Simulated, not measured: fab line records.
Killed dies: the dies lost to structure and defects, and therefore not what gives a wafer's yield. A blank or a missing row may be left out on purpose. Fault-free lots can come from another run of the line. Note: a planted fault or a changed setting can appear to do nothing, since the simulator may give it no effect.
What tool caused it? || flow nand harc || 24 lots with 72 wafers sampled at 2 steps, on a route of 1302 steps

## WHAT EACH GAUGE READ, for each wafer
NHARC_A_CHANNEL_HOLE_D2_INSPECT_40.
{"lot": "L074", "measured": "day 13 08:22", "on": "defect inspect-02", "raw defect count": "171 146 220"}
{"lot": "L075", "measured": "day 13 15:36", "on": "defect inspect-01", "raw defect count": "244 327 350"}
{"lot": "L076", "measured": "day 14 07:12", "on": "defect inspect-02", "raw defect count": "549 373 442"}
{"lot": "L078", "measured": "day 15 05:25", "on": "defect inspect-02", "raw defect count": "370 265 235"}
{"lot": "L077", "measured": "day 15 06:06", "on": "defect inspect-02", "raw defect count": "233 143 172"}
{"lot": "L079", "measured": "day 15 09:34", "on": "defect inspect-01", "raw defect count": "189 215 182"}
{"lot": "L080", "measured": "day 15 17:34", "on": "defect inspect-02", "raw defect count": "278 339 440"}
{"lot": "L081", "measured": "day 16 05:57", "on": "defect inspect-01", "raw defect count": "209 229 279"}
{"lot": "L083", "measured": "day 16 22:03", "on": "defect inspect-02", "raw defect count": "359 416 403"}
{"lot": "L082", "measured": "day 17 02:13", "on": "defect inspect-02", "raw defect count": "305 335 237"}
{"lot": "L084", "measured": "day 17 11:01", "on": "defect inspect-02", "raw defect count": "246 215 397"}
{"lot": "L085", "measured": "day 18 00:16", "on": "defect inspect-02", "raw defect count": "341 553 297"}
{"lot": "L086", "measured": "day 18 07:50", "on": "defect inspect-02", "raw defect count": "196 227 197"}
{"lot": "L088", "measured": "day 19 05:50", "on": "defect inspect-02", "raw defect count": "364 307 374"}
{"lot": "L089", "measured": "day 19 07:00", "on": "defect inspect-01", "raw defect count": "299 293 181"}
{"lot": "L087", "measured": "day 19 10:00", "on": "defect inspect-02", "raw defect count": "296 263 370"}
{"lot": "L090", "measured": "day 20 04:57", "on": "defect inspect-01", "raw defect count": "206 238 367"}
{"lot": "L091", "measured": "day 20 15:31", "on": "defect inspect-01", "raw defect count": "324 333 213"}
{"lot": "L092", "measured": "day 21 01:40", "on": "defect inspect-02", "raw defect count": "313 310 360"}
{"lot": "L093", "measured": "day 21 08:47", "on": "defect inspect-01", "raw defect count": "238 142 256"}
{"lot": "L094", "measured": "day 21 23:44", "on": "defect inspect-02", "raw defect count": "331 227 333"}
{"lot": "L096", "measured": "day 22 07:46", "on": "defect inspect-02", "raw defect count": "278 172 376"}
{"lot": "L095", "measured": "day 22 11:13", "on": "defect inspect-01", "raw defect count": "322 270 275"}
{"lot": "L097", "measured": "day 23 14:29", "on": "defect inspect-01", "raw defect count": "232 212 195"}

## WHAT TOOL EACH LOT RAN ON (gives the tool, then ch and the chambers of the sampled wafers, and finally the start)
{"lot": "L074", "NHARC_A_CHANNEL_HOLE_D2_ETCH_26": "har etch-01 ch 0,1, day 13 06:26"}
{"lot": "L075", "NHARC_A_CHANNEL_HOLE_D2_ETCH_26": "har etch-02 ch 0,1, day 13 13:34"}
{"lot": "L076", "NHARC_A_CHANNEL_HOLE_D2_ETCH_26": "har etch-02 ch 0,1, day 14 05:20"}
{"lot": "L078", "NHARC_A_CHANNEL_HOLE_D2_ETCH_26": "har etch-02 ch 0,1, day 15 03:33"}
{"lot": "L077", "NHARC_A_CHANNEL_HOLE_D2_ETCH_26": "har etch-01 ch 0,1, day 15 04:10"}
{"lot": "L079", "NHARC_A_CHANNEL_HOLE_D2_ETCH_26": "har etch-02 ch 0,1, day 15 07:43"}
{"lot": "L080", "NHARC_A_CHANNEL_HOLE_D2_ETCH_26": "har etch-02 ch 0,1, day 15 15:40"}
{"lot": "L081", "NHARC_A_CHANNEL_HOLE_D2_ETCH_26": "har etch-01 ch 0,1, day 16 04:04"}
{"lot": "L083", "NHARC_A_CHANNEL_HOLE_D2_ETCH_26": "har etch-01 ch 0,1, day 16 20:06"}
{"lot": "L082", "NHARC_A_CHANNEL_HOLE_D2_ETCH_26": "har etch-01 ch 0,1, day 17 00:21"}
{"lot": "L084", "NHARC_A_CHANNEL_HOLE_D2_ETCH_26": "har etch-01 ch 0,1, day 17 09:05"}
{"lot": "L085", "NHARC_A_CHANNEL_HOLE_D2_ETCH_26": "har etch-01 ch 0,1, day 17 22:20"}
{"lot": "L086", "NHARC_A_CHANNEL_HOLE_D2_ETCH_26": "har etch-02 ch 0,1, day 18 05:16"}
{"lot": "L088", "NHARC_A_CHANNEL_HOLE_D2_ETCH_26": "har etch-01 ch 1, day 19 03:57"}
{"lot": "L089", "NHARC_A_CHANNEL_HOLE_D2_ETCH_26": "har etch-02 ch 0, day 19 05:02"}
{"lot": "L087", "NHARC_A_CHANNEL_HOLE_D2_ETCH_26": "har etch-01 ch 0,1, day 19 08:04"}
{"lot": "L090", "NHARC_A_CHANNEL_HOLE_D2_ETCH_26": "har etch-02 ch 0,1, day 20 03:01"}
{"lot": "L091", "NHARC_A_CHANNEL_HOLE_D2_ETCH_26": "har etch-02 ch 0, day 20 13:36"}
{"lot": "L092", "NHARC_A_CHANNEL_HOLE_D2_ETCH_26": "har etch-02 ch 0,1, day 20 23:44"}
{"lot": "L093", "NHARC_A_CHANNEL_HOLE_D2_ETCH_26": "har etch-02 ch 0,1, day 21 06:52"}
{"lot": "L094", "NHARC_A_CHANNEL_HOLE_D2_ETCH_26": "har etch-02 ch 1, day 21 21:49"}
{"lot": "L096", "NHARC_A_CHANNEL_HOLE_D2_ETCH_26": "har etch-02 ch 0,1, day 22 05:54"}
{"lot": "L095", "NHARC_A_CHANNEL_HOLE_D2_ETCH_26": "har etch-01 ch 1, day 22 09:19"}
{"lot": "L097", "NHARC_A_CHANNEL_HOLE_D2_ETCH_26": "har etch-02 ch 0,1, day 23 12:35"}
- NHARC_A_CHANNEL_HOLE_D2_ETCH_26: etches the open film in C4F8/O2/Ar, time 224.1 s, target depth 300 nm.

## WHAT THE TOOLS THEMSELVES READ (means of the sampled wafers that have a number; where no wafer has one, the mark that the record gives instead)
NHARC_A_CHANNEL_HOLE_D2_ETCH_26.
{"lot": "L074", "tool": "har etch-01", "drypump motor current A (A)": 5.5, "showerhead plenum p Torr (Torr)": 3.67, "throttle valve pct (%)": 24.576}
{"lot": "L075", "tool": "har etch-02", "drypump motor current A (A)": 5.7, "showerhead plenum p Torr (Torr)": 3.66, "throttle valve pct (%)": 24.582}
{"lot": "L076", "tool": "har etch-02", "drypump motor current A (A)": 5.8, "showerhead plenum p Torr (Torr)": 3.58, "throttle valve pct (%)": 24.590}
{"lot": "L078", "tool": "har etch-02", "drypump motor current A (A)": 5.8, "showerhead plenum p Torr (Torr)": 3.57, "throttle valve pct (%)": 24.578}
{"lot": "L077", "tool": "har etch-01", "drypump motor current A (A)": 6.0, "showerhead plenum p Torr (Torr)": 3.61, "throttle valve pct (%)": 24.580}
{"lot": "L079", "tool": "har etch-02", "drypump motor current A (A)": 5.8, "showerhead plenum p Torr (Torr)": 3.57, "throttle valve pct (%)": 24.588}
{"lot": "L080", "tool": "har etch-02", "drypump motor current A (A)": 5.8, "showerhead plenum p Torr (Torr)": 3.56, "throttle valve pct (%)": 24.583}
{"lot": "L081", "tool": "har etch-01", "drypump motor current A (A)": 5.5, "showerhead plenum p Torr (Torr)": 3.65, "throttle valve pct (%)": 24.585}
{"lot": "L083", "tool": "har etch-01", "drypump motor current A (A)": 6.0, "showerhead plenum p Torr (Torr)": 3.60, "throttle valve pct (%)": 24.585}
{"lot": "L082", "tool": "har etch-01", "drypump motor current A (A)": 5.9, "showerhead plenum p Torr (Torr)": 3.59, "throttle valve pct (%)": 24.592}
{"lot": "L084", "tool": "har etch-01", "drypump motor current A (A)": 5.5, "showerhead plenum p Torr (Torr)": 3.63, "throttle valve pct (%)": 24.583}
{"lot": "L085", "tool": "har etch-01", "drypump motor current A (A)": 5.5, "showerhead plenum p Torr (Torr)": 3.63, "throttle valve pct (%)": 24.581}
{"lot": "L086", "tool": "har etch-02", "drypump motor current A (A)": 5.7, "showerhead plenum p Torr (Torr)": 3.80, "throttle valve pct (%)": 24.582}
{"lot": "L088", "tool": "har etch-01", "drypump motor current A (A)": 5.1, "showerhead plenum p Torr (Torr)": 3.67, "throttle valve pct (%)": 24.584}
{"lot": "L089", "tool": "har etch-02", "drypump motor current A (A)": 5.7, "showerhead plenum p Torr (Torr)": 3.69, "throttle valve pct (%)": 24.583}
{"lot": "L087", "tool": "har etch-01", "drypump motor current A (A)": 6.0, "showerhead plenum p Torr (Torr)": 3.57, "throttle valve pct (%)": 24.590}
{"lot": "L090", "tool": "har etch-02", "drypump motor current A (A)": 5.8, "showerhead plenum p Torr (Torr)": 3.88, "throttle valve pct (%)": 24.591}
{"lot": "L091", "tool": "har etch-02", "drypump motor current A (A)": 5.7, "showerhead plenum p Torr (Torr)": 3.68, "throttle valve pct (%)": 24.575}
{"lot": "L092", "tool": "har etch-02", "drypump motor current A (A)": 5.7, "showerhead plenum p Torr (Torr)": 3.77, "throttle valve pct (%)": 24.581}
{"lot": "L093", "tool": "har etch-02", "drypump motor current A (A)": 5.7, "showerhead plenum p Torr (Torr)": 3.77, "throttle valve pct (%)": 24.581}
{"lot": "L094", "tool": "har etch-02", "drypump motor current A (A)": 5.8, "showerhead plenum p Torr (Torr)": 3.96, "throttle valve pct (%)": 24.579}
{"lot": "L096", "tool": "har etch-02", "drypump motor current A (A)": 5.8, "showerhead plenum p Torr (Torr)": 3.86, "throttle valve pct (%)": 24.581}
{"lot": "L095", "tool": "har etch-01", "drypump motor current A (A)": 5.1, "showerhead plenum p Torr (Torr)": 3.64, "throttle valve pct (%)": 24.574}
{"lot": "L097", "tool": "har etch-02", "drypump motor current A (A)": 5.8, "showerhead plenum p Torr (Torr)": 3.85, "throttle valve pct (%)": 24.587}

## THE ANSWER, worked out from the rows above alone
Rule: what is usual is taken from the lots themselves. Put in order of their means at a reading, lots are off if they are a third of the lots or fewer, leave a main group of 4 or more, and stand apart from it by a gap of 3 or more times the standard deviation of the main group's means; of several such gaps the widest counts. A main group is skipped when, at the precision printed for the reading in the tables above, its means are all equal. A lot without any number at a reading at which 4 lots or more have one is off too. The other lots that the step has rows for count as sound. First the gauges in route order, then the tools' own readings, where a lot's mean is used as printed above. The first step at which some lot is off is used, and at that step the reading that is off furthest; a lot without a number counts as furthest.
No lot is off on any of the readings shown, so nothing can be concluded from this.

## WHAT THE SIMULATOR PUT IN
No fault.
